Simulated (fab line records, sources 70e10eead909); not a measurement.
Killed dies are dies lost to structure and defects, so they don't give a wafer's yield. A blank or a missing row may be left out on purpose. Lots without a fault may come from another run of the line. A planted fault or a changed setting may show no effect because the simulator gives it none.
A sampling plan put to the test | flow nand_harc | one fab line, 20 faults that these records tell of, each judged on the records of the lots that it struck
The plan is the line's own looks: the steps of the route at which a gauge or an inspection reads the wafer and doesn't change it. A look can be judged if struck wafers have a number there and the file gives its usual mean and standard deviation on fault-free wafers. Caught: at a look after the fault's first step, the mean of the struck wafers lies 4 or more of those standard deviations (sigma) from the usual mean. On the tool: the same test on the tool's own readings at the fault's steps. Another recipe on the struck wafers, or a record that is blank for them alone, also counts as caught.

THE FAULTS, as the simulator had put them in
1. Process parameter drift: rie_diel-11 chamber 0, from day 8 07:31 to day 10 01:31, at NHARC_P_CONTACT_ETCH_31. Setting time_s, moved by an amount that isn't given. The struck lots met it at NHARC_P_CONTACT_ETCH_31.
2. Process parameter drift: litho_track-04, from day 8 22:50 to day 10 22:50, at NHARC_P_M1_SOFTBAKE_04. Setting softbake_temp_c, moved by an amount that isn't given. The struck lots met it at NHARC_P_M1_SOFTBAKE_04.
3. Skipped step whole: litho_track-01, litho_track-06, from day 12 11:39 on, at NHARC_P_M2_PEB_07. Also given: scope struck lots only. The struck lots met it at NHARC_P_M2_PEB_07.
4. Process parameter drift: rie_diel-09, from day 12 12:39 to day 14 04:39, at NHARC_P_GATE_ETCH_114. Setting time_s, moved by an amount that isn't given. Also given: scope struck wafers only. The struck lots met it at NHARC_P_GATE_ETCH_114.
5. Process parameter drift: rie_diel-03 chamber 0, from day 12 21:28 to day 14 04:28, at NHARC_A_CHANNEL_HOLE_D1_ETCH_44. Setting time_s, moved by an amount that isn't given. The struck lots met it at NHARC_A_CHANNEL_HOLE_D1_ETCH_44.
6. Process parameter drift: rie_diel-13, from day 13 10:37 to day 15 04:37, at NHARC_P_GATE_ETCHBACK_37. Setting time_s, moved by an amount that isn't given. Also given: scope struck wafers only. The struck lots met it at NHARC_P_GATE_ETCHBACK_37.
7. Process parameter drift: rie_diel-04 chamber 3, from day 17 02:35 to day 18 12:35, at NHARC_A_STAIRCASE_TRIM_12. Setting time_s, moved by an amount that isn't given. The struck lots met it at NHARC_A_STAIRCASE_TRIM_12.
8. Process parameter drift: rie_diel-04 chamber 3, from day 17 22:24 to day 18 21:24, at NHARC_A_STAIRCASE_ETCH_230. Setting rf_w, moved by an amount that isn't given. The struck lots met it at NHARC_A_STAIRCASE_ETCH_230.
9. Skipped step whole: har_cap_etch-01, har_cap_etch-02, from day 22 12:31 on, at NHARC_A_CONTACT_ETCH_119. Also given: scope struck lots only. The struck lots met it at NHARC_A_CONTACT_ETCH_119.
10. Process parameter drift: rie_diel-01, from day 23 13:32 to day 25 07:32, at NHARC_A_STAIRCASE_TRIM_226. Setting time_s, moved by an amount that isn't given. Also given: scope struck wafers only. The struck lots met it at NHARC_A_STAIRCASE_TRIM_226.
11. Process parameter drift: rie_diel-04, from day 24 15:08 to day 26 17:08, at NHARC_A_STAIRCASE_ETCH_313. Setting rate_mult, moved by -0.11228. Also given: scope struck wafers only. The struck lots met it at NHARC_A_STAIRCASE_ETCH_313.
12. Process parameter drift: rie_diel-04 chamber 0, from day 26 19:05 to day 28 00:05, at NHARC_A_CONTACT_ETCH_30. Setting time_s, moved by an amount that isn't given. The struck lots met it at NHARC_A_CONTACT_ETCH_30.
13. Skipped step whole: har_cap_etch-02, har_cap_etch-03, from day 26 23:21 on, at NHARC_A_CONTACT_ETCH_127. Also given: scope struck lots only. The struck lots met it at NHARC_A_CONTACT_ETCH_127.
14. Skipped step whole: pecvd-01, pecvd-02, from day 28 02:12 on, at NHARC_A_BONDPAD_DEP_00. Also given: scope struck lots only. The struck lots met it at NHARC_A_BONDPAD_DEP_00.
15. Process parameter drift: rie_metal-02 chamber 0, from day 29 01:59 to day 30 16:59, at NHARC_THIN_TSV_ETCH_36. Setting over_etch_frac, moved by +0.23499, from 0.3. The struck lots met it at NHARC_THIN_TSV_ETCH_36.
16. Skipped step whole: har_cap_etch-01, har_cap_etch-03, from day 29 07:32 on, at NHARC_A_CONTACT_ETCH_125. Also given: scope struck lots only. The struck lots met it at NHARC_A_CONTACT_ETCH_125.
17. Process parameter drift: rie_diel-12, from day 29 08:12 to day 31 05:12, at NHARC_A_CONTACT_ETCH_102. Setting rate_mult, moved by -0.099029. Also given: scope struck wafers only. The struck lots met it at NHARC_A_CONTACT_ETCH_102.
18. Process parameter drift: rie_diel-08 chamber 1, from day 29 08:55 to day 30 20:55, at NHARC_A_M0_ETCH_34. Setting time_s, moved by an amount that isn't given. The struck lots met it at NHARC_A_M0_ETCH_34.
19. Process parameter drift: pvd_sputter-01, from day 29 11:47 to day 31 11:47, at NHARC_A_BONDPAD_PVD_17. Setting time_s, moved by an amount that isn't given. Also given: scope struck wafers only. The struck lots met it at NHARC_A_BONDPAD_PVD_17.
20. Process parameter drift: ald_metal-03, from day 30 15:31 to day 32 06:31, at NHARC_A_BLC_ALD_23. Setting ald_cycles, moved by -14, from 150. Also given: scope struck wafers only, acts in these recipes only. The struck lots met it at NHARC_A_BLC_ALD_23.

WHAT THE PLAN SAW
fault | on the tool itself                               | first look that catches it                   | reading, sigma                                           | median hours from its first step to that look | hours from the fault's start to the first struck lot there | judged looks passed uncaught
1     | run_length_s -99 or beyond sigma                 | not the one look that can be judged after it | -                                                        | -                                             | -                                                          | 1
2     | heater_power_total_W +50 sigma                   | not the one look that can be judged after it | -                                                        | -                                             | -                                                          | 1
3     | the tool's record is blank for the struck wafers | no look after it can be judged               | -                                                        | -                                             | -                                                          | 0
4     | run_length_s -4.0 sigma                          | no look after it can be judged               | -                                                        | -                                             | -                                                          | 0
5     | run_length_s -23 sigma                           | no look after it can be judged               | -                                                        | -                                             | -                                                          | 0
6     | run_length_s +27 sigma                           | no look after it can be judged               | -                                                        | -                                             | -                                                          | 0
7     | run_length_s +99 or beyond sigma                 | no look after it can be judged               | -                                                        | -                                             | -                                                          | 0
8     | rf_fwd_power_W +99 or beyond sigma               | no look after it can be judged               | -                                                        | -                                             | -                                                          | 0
9     | the tool's record is blank for the struck wafers | no look after it can be judged               | -                                                        | -                                             | -                                                          | 0
10    | run_length_s -53 sigma                           | no look after it can be judged               | -                                                        | -                                             | -                                                          | 0
11    | oes_product_au -4.1 sigma                        | no look after it can be judged               | -                                                        | -                                             | -                                                          | 0
12    | run_length_s -12 sigma                           | not the one look that can be judged after it | -                                                        | -                                             | -                                                          | 1
13    | the tool's record is blank for the struck wafers | no look after it can be judged               | -                                                        | -                                             | -                                                          | 0
14    | the tool's record is blank for the struck wafers | no look after it can be judged               | -                                                        | -                                             | -                                                          | 0
15    | under 2 sigma                                    | no look after it can be judged               | -                                                        | -                                             | -                                                          | 0
16    | the tool's record is blank for the struck wafers | no look after it can be judged               | -                                                        | -                                             | -                                                          | 0
17    | oes_product_au -8.5 sigma                        | no look after it can be judged               | -                                                        | -                                             | -                                                          | 0
18    | run_length_s -35 sigma                           | not the one look that can be judged after it | strongest: sort_rim_yield_pct at NHARC_END_SORT_01, -2.6 | -                                             | -                                                          | 1
19    | under 2 sigma                                    | not the one look that can be judged after it | -                                                        | -                                             | -                                                          | 1
20    | under 2 sigma                                    | not the one look that can be judged after it | strongest: overlay_x_nm at NHARC_A_M0_OVL_MEAS_10, +2.0  | -                                             | -                                                          | 1
A dash: the fault isn't caught, or these records don't give the number.

Caught at a look: 0 of 20. Caught on the tool: 17 of 20. By one or the other: 17 of 20.
Caught on the tool alone: faults 1, 2, 3, 4, 5, 6, 7, 8, 9, 10, 11, 12, 13, 14, 16, 17, 18.
Caught by neither: faults 15, 19, 20.
